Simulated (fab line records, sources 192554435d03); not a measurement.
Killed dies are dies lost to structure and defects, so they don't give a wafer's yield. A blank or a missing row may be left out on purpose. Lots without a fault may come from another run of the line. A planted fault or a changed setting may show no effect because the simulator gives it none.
A struck lot beside a sound one | flow n5_finfet | 14 steps out of a route of 1938
Sound: wafers L601.2, L601.3, L601.6. Struck: wafers L593.1, L593.2, L593.4. The cause comes at the end.
At each step with rows: each side's tool, then ch and its chambers, then its first start. Under that, the readings that differ: sound wafers | struck wafers | difference of the means | sigmas: that difference in standard deviations of wafers without a fault.
alike: readings whose means differ by less than 2 such deviations, and words and numbers that are the same on both sides. not compared: withheld readings, readings that some wafer has no value for, bounds like >300 that may hide the same value, and numbers for which the record gives no deviation and whose values overlap.
The two part at a step that has a row with sigmas, a row that says differs or no value, or rows on one side only. Numbers that don't overlap but have no deviation are shown without sigmas and don't part them. A reading that every wafer of one side lacks parts them only if that side has two wafers or more.

first, 2 steps without rows for these wafers: N5_BEOL_M11_PEB_26 (peb time 60 s); N5_BEOL_M11_DEVELOP_27 (develop time 30 s).
N5_BEOL_M11_CD_MEAS_28: target cd 70 nm.
  sound on cd_sem-03 ch 0, day 14 01:02; struck on cd_sem-03 ch 0, day 12 14:04
  alike: cd_nm
N5_BEOL_M11_OVL_MEAS_29:
  sound on overlay-02 ch 0, day 14 01:04; struck on overlay-02 ch 0, day 12 14:06
  alike: V10_OVL
N5_BEOL_M11_INSPECT_30: inspects for defects (brightfield).
  sound on defect_inspect-01, day 14 01:05; struck on defect_inspect-02, day 12 14:07
  alike: raw_defect_count
then, 1 step without rows for these wafers: N5_BEOL_M11_DESCUM_33 (chemistry O2, time 7.9 s).
N5_BEOL_M11_ETCH_65: etches SiARC in CF4, target depth 39 nm, time 65 s.
  sound on rie_diel-06 ch 0,1,2, day 14 01:55; struck on rie_diel-04 ch 0,2,3, day 12 14:29
  alike: bias_w, drypump_motor_current_A, etch_rf_on_time_s, oes_product_au, rf_vpp_V, showerhead_plenum_p_Torr, throttle_valve_pct
  not compared: rf_hours_counter_h
N5_BEOL_M11_ETCH_66: etches SOC in N2/H2, target depth 120 nm, overetch 24 nm, time 180 s.
  sound on rie_diel-06 ch 0,1,2, day 14 01:58; struck on rie_diel-04 ch 0,2,3, day 12 14:32
  alike: bias_w, drypump_motor_current_A, n2_flow_sccm, oes_product_au, rf_vpp_V, showerhead_plenum_p_Torr, temp_c, throttle_valve_pct
  not compared: rf_hours_counter_h
then, 1 step without rows for these wafers: N5_BEOL_M11_STRIP_69 (strips in N2/H2).
N5_BEOL_M11_VIA_ETCH_34: etches SiCOH lowk in C4F6/O2, target depth 184.5 nm, time 69.2 s.
  sound on rie_diel-06 ch 0,1,2, day 14 02:05; struck on rie_diel-04 ch 0,2,3, day 12 14:39
  alike: C4F6_flow_sccm, bias_w, drypump_motor_current_A, oes_o_777_au, oes_product_au, rf_vpp_V, showerhead_plenum_p_Torr, throttle_valve_pct
  not compared: rf_hours_counter_h
then, 1 step without rows for these wafers: N5_BEOL_M11_STRIP_73 (strips in C4F6/O2).
N5_BEOL_M11_STRIP_36: strips in N2/H2.
  sound on rie_diel-06 ch 0,1,2, day 14 02:09; struck on rie_diel-04 ch 0,2,3, day 12 14:43
  alike: drypump_motor_current_A, n2_flow_sccm, oes_product_au, rf_vpp_V, showerhead_plenum_p_Torr, temp_c, throttle_valve_pct
  not compared: rf_hours_counter_h
N5_BEOL_M11_TRENCH_ETCH_37: etches SiCOH lowk in C4F6/O2, target depth 148.83 nm, time 48 s.
  sound on rie_diel-06 ch 0,1,2, day 14 02:11; struck on rie_diel-04 ch 0,2,3, day 12 14:46
  reading      | sound             | struck            | difference | sigmas
  bias_w (W)   | 185.3 185.3 185.0 | 195.0 194.4 194.5 | +9.4       | +18
  rf_vpp_V (V) | 658 671 680       | 685 683 695       | +18        | +2
  alike: C4F6_flow_sccm, drypump_motor_current_A, oes_o_777_au, oes_product_au, showerhead_plenum_p_Torr, throttle_valve_pct
  not compared: rf_hours_counter_h
N5_BEOL_M11_ETCH_41: etches SiCN in CH3F/O2, target depth 42.6 nm, time 86 s.
  sound on rie_diel-06 ch 0,1,2; struck on rie_diel-04 ch 0,2,3
  alike: bias_w, drypump_motor_current_A, oes_product_au, rf_vpp_V, showerhead_plenum_p_Torr, throttle_valve_pct
  not compared: rf_hours_counter_h

WHERE THEY PART
Only at N5_BEOL_M11_TRENCH_ETCH_37, within this record. Later steps at which nothing parts them and some readings are alike: N5_BEOL_M11_ETCH_41.

WHY: what the simulator had put in
Process parameter drift: rie_diel-04, from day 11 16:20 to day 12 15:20, at N5_BEOL_M11_TRENCH_ETCH_37. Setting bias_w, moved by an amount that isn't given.
